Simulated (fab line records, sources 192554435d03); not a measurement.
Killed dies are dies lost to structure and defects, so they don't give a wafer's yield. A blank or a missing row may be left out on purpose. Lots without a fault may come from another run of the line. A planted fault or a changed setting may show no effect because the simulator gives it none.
Which tool did it? | flow n5_finfet | 11 lots, 33 wafers sampled, at 4 steps of a route of 1938

WHAT THE GAUGES READ, wafer by wafer
The record holds no reading of a measuring or inspecting step that can be judged against a usual standard deviation.

WHICH TOOL RAN EACH LOT (tool, then ch and the chambers of the sampled wafers, then the start)
lot  | N5_HKMG_FIN_STRIP_90              | N5_PASSIVATION_DESCUM_32           | N5_PASSIVATION_ETCH_54             | N5_PASSIVATION_PROBE_49
L364 | rie_diel-03 ch 0,3, day 4 04:18   | rie_diel-04 ch 0,2,3, day 12 22:09 | rie_diel-01 ch 0,1, day 13 00:16   | prober-01, day 13 03:06
L365 | rie_diel-04 ch 2,3, day 4 12:04   | rie_diel-04 ch 0,1,3, day 14 08:40 | rie_diel-04 ch 0,1,2, day 14 10:51 | prober-01, day 14 13:41
L366 | rie_diel-03 ch 1,2, day 4 15:47   | rie_diel-03 ch 0,2,3, day 15 10:07 | rie_diel-03 ch 0,3, day 15 12:10   | prober-02, day 15 14:59
L369 | rie_diel-03 ch 0,1, day 5 12:21   | rie_diel-04 ch 0,1,3, day 16 22:39 | rie_diel-03 ch 0,2,3, day 17 00:55 | prober-01, day 17 04:27
L370 | rie_diel-03 ch 0,1,2, day 5 19:57 | rie_diel-04 ch 0,1, day 16 04:45   | rie_diel-01 ch 0,3, day 16 07:04   | prober-02, day 16 10:01
L372 | rie_diel-03 ch 0,2, day 6 06:57   | rie_diel-04 ch 0,1,2, day 17 01:39 | rie_diel-01 ch 0,3, day 17 04:31   | prober-01, day 17 07:30
L374 | rie_diel-03 ch 1,3, day 6 16:14   | rie_diel-01 ch 0,1,2, day 17 22:00 | rie_diel-03 ch 1,3, day 18 00:14   | prober-01, day 18 03:01
L380 | rie_diel-04 ch 1,2,3, day 8 06:20 | rie_diel-04 ch 0,1,3, day 19 05:00 | rie_diel-03 ch 0,1,2, day 19 07:07 | prober-01, day 19 10:13
L383 | rie_diel-01 ch 0,1, day 8 21:31   | rie_diel-01 ch 0,2,3, day 18 04:41 | rie_diel-03 ch 1,3, day 18 06:49   | prober-01, day 18 09:35
L384 | rie_diel-04 ch 2,3, day 9 07:32   | rie_diel-01 ch 1,2, day 19 13:11   | rie_diel-03 ch 1,2, day 19 15:38   | prober-02, day 19 18:25
L385 | rie_diel-04 ch 0,2,3, day 9 10:18 | rie_diel-01 ch 2,3, day 19 19:08   | rie_diel-04 ch 1,2,3, day 19 21:08 | prober-01, day 19 23:58
- N5_HKMG_FIN_STRIP_90: strips SOC in N2/H2, time 20 s.
- N5_PASSIVATION_DESCUM_32: chemistry O2, time 7.9 s.
- N5_PASSIVATION_ETCH_54: etches SiO2 in CHF3/O2, target depth 880 nm, time 440 s.
- N5_PASSIVATION_PROBE_49

WHAT THE TOOLS THEMSELVES READ (means of the sampled wafers that have a number; where no wafer has one, the mark that the record gives instead)
N5_HKMG_FIN_STRIP_90. Usual: chamber_pressure_mTorr 50.00 mTorr, standard deviation 0.045; drypump_motor_current_A 5.7 A, standard deviation 0.48; oes_product_au 0.78 a.u., standard deviation 0.08; rf_vpp_V 54.2 V, standard deviation 0.89; showerhead_plenum_p_Torr 3.37 Torr, standard deviation 0.11; throttle_valve_pct 19.00 %, standard deviation 0.3.
lot  | tool        | chamber_pressure_mTorr (mTorr) | drypump_motor_current_A (A) | oes_product_au (a.u.) | rf_vpp_V (V) | showerhead_plenum_p_Torr (Torr) | throttle_valve_pct (%) | flag
L364 | rie_diel-03 | 49.97                          | 5.2                         | 0.78                  | 54.0         | 3.28                            | 19.43                  |
L365 | rie_diel-04 | 49.96                          | 5.7                         | 0.79                  | 54.2         | 3.41                            | 18.73                  |
L366 | rie_diel-03 | 50.02                          | 5.8                         | 0.76                  | 53.8         | 3.42                            | 18.94                  |
L369 | rie_diel-03 | 49.99                          | 5.3                         | 0.78                  | 53.4         | 3.33                            | 19.43                  |
L370 | rie_diel-03 | 50.03                          | 5.5                         | 0.76                  | 53.8         | 3.38                            | 19.20                  |
L372 | rie_diel-03 | 50.02                          | 5.3                         | 0.73                  | 54.3         | 3.30                            | 19.02                  |
L374 | rie_diel-03 | 50.01                          | 6.3                         | 0.78                  | 54.8         | 3.49                            | 19.38                  |
L380 | rie_diel-04 | 50.00                          | 5.5                         | 0.75                  | 54.3         | 3.29                            | 18.85                  |
L383 | rie_diel-01 | 50.01                          | 6.1                         | 0.75                  | 54.2         | 3.46                            | 19.07                  |
L384 | rie_diel-04 | 50.01                          | 5.6                         | 0.81                  | 54.4         | 3.33                            | 18.86                  |
L385 | rie_diel-04 | 49.98                          | 5.8                         | 0.82                  | 54.2         | 3.38                            | 18.94                  |

N5_PASSIVATION_DESCUM_32. Usual: chamber_pressure_mTorr 19.996 mTorr, standard deviation 0.019; drypump_motor_current_A 5.7 A, standard deviation 0.45; oes_product_au 0.80 a.u., standard deviation 0.082; rf_vpp_V 243.3 V, standard deviation 1.4; showerhead_plenum_p_Torr 2.10 Torr, standard deviation 0.067; throttle_valve_pct 20.40 %, standard deviation 0.25.
lot  | tool        | chamber_pressure_mTorr (mTorr) | drypump_motor_current_A (A) | oes_product_au (a.u.) | rf_vpp_V (V) | showerhead_plenum_p_Torr (Torr) | throttle_valve_pct (%) | flag
L364 | rie_diel-04 | 20.009                         | 5.8                         | 0.79                  | 243.1        | 2.09                            | 20.43                  |
L365 | rie_diel-04 | 19.994                         | 5.7                         | 0.80                  | 244.0        | 2.16                            | 20.38                  |
L366 | rie_diel-03 | 19.995                         | 5.4                         | 0.70                  | 243.0        | 2.05                            | 20.75                  |
L369 | rie_diel-04 | 20.008                         | 5.7                         | 0.86                  | 243.5        | 2.15                            | 20.26                  |
L370 | rie_diel-04 | 19.981                         | 5.8                         | 0.83                  | 244.3        | 2.14                            | 20.46                  |
L372 | rie_diel-04 | 20.011                         | 5.6                         | 0.81                  | 242.7        | 2.11                            | 20.42                  |
L374 | rie_diel-01 | 19.980                         | 5.7                         | 0.84                  | 243.8        | 2.09                            | 20.36                  |
L380 | rie_diel-04 | 20.003                         | 5.8                         | 0.83                  | 244.5        | 2.14                            | 20.29                  |
L383 | rie_diel-01 | 20.007                         | 5.6                         | 0.85                  | 242.4        | 2.06                            | 20.20                  |
L384 | rie_diel-01 | 20.007                         | 5.5                         | 0.82                  | 243.2        | 2.09                            | 20.52                  |
L385 | rie_diel-01 | 20.020                         | 5.3                         | 0.83                  | 242.3        | 2.06                            | 20.35                  |

N5_PASSIVATION_ETCH_54. Usual: bias_w 170.0 W, standard deviation 0.57; chamber_pressure_mTorr 30.000 mTorr, standard deviation 0.029; drypump_motor_current_A 5.7 A, standard deviation 0.49; oes_f_703_au 0.78 a.u., standard deviation 0.088; oes_o_777_au 0.79 a.u., standard deviation 0.091; oes_product_au 0.79 a.u., standard deviation 0.096; rf_vpp_V 529 V, standard deviation 8.1; showerhead_plenum_p_Torr 2.40 Torr, standard deviation 0.074; throttle_valve_pct 18.81 %, standard deviation 0.26.
lot  | tool        | bias_w (W) | chamber_pressure_mTorr (mTorr) | drypump_motor_current_A (A) | oes_f_703_au (a.u.) | oes_o_777_au (a.u.) | oes_product_au (a.u.) | rf_vpp_V (V) | showerhead_plenum_p_Torr (Torr) | throttle_valve_pct (%) | flag
L364 | rie_diel-01 | 169.0      | 30.015                         | 6.1                         | 0.73                | 0.75                | 0.74                  | 526          | 2.46                            | 18.72                  |
L365 | rie_diel-04 | 170.0      | 29.992                         | 5.6                         | 0.82                | 0.82                | 0.84                  | 535          | 2.45                            | 18.84                  |
L366 | rie_diel-03 | 170.5      | 29.980                         | 5.6                         | 0.71                | 0.71                | 0.71                  | 520          | 2.36                            | 19.09                  |
L369 | rie_diel-03 | 169.9      | 30.007                         | 5.4                         | 0.69                | 0.70                | 0.69                  | 527          | 2.35                            | 19.08                  |
L370 | rie_diel-01 | 169.2      | 29.989                         | 5.8                         | 0.85                | 0.87                | 0.87                  | 529          | 2.38                            | 18.38                  |
L372 | rie_diel-01 | 169.2      | 29.995                         | 5.8                         | 0.84                | 0.84                | 0.86                  | 529          | 2.37                            | 18.39                  |
L374 | rie_diel-03 | 170.1      | 29.997                         | 6.1                         | 0.70                | 0.70                | 0.70                  | 525          | 2.42                            | 19.11                  |
L380 | rie_diel-03 | 170.0      | 30.012                         | 5.6                         | 0.78                | 0.79                | 0.79                  | 529          | 2.38                            | 18.89                  |
L383 | rie_diel-03 | 170.1      | 30.018                         | 6.1                         | 0.69                | 0.70                | 0.70                  | 525          | 2.42                            | 19.12                  |
L384 | rie_diel-03 | 169.9      | 30.033                         | 6.1                         | 0.78                | 0.78                | 0.80                  | 533          | 2.45                            | 18.88                  |
L385 | rie_diel-04 | 169.7      | 30.000                         | 5.5                         | 0.79                | 0.80                | 0.81                  | 531          | 2.44                            | 18.68                  |

N5_PASSIVATION_PROBE_49. Usual: killed_at_M0_to_M3 34, standard deviation 9.1; killed_at_M4_up 14, standard deviation 5.8; killed_at_contacts 13, standard deviation 6; killed_at_front_end 38, standard deviation 10; killed_at_other 3.2, standard deviation 2.7; killed_dies 102, standard deviation 14; killed_open 68, standard deviation 11; killed_short 32, standard deviation 7.2.
lot  | tool      | killed_at_M0_to_M3 | killed_at_M4_up | killed_at_contacts | killed_at_front_end | killed_at_other | killed_dies | killed_open | killed_short | flag
L364 | prober-01 | 32                 | 15              | 12                 | 45                  | 4.3             | 108         | 72          | 34           |
L365 | prober-01 | 33                 | 20              | 14                 | 32                  | 1.7             | 101         | 75          | 25           |
L366 | prober-02 | 22                 | 19              | 16                 | 27                  | 2.7             | 87          | 61          | 23           |
L369 | prober-01 | 33                 | 13              | 15                 | 34                  | 6.7             | 101         | 65          | 34           |
L370 | prober-02 | 36                 | 10              | 10                 | 33                  | 0.3             | 90          | 62          | 28           |
L372 | prober-01 | 20                 | 14              | 14                 | 138                 | 0.3             | 186         | 49          | 21           | OFF
L374 | prober-01 | 45                 | 8               | 6                  | 122                 | 1.0             | 182         | 63          | 33           | OFF
L380 | prober-01 | 37                 | 7               | 11                 | 35                  | 1.7             | 92          | 59          | 32           |
L383 | prober-01 | 30                 | 15              | 10                 | 22                  | 2.7             | 80          | 54          | 25           |
L384 | prober-02 | 40                 | 11              | 13                 | 33                  | 4.7             | 102         | 66          | 36           |
L385 | prober-01 | 33                 | 10              | 15                 | 41                  | 2.3             | 101         | 67          | 31           |

THE ANSWER, worked out from the rows above alone
Rule: a lot is off if the mean of its wafers that have a number lies more than 3 standard deviations from the usual mean. A lot without any number at a reading at which 4 lots or more have one is off too. The other lots that the step has rows for count as sound. The gauges are gone through in route order, then the tools' own readings, and for those a lot's mean is taken as printed above. The first step at which some lot is off is used, and at that step the reading that is off furthest; a lot without a number counts as furthest.
Off: L372, L374, at N5_PASSIVATION_PROBE_49 (killed_at_front_end).
A tool fits if, at that step or a process step before it, it ran every lot that is off, and no sound lot after the first of them. One fits: rie_diel-03 at N5_HKMG_FIN_STRIP_90. Its last sound lot is L370 (day 5 19:57), its first lot that is off L372 (day 6 06:57): a fault that began between those two fits.

WHAT THE SIMULATOR HAD PUT IN
Chamber particle source: rie_diel-03, from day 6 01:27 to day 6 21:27, at N5_HKMG_FIN_STRIP_90. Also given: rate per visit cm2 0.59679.
Lots struck among those shown: L372, L374. The rule above found the same.
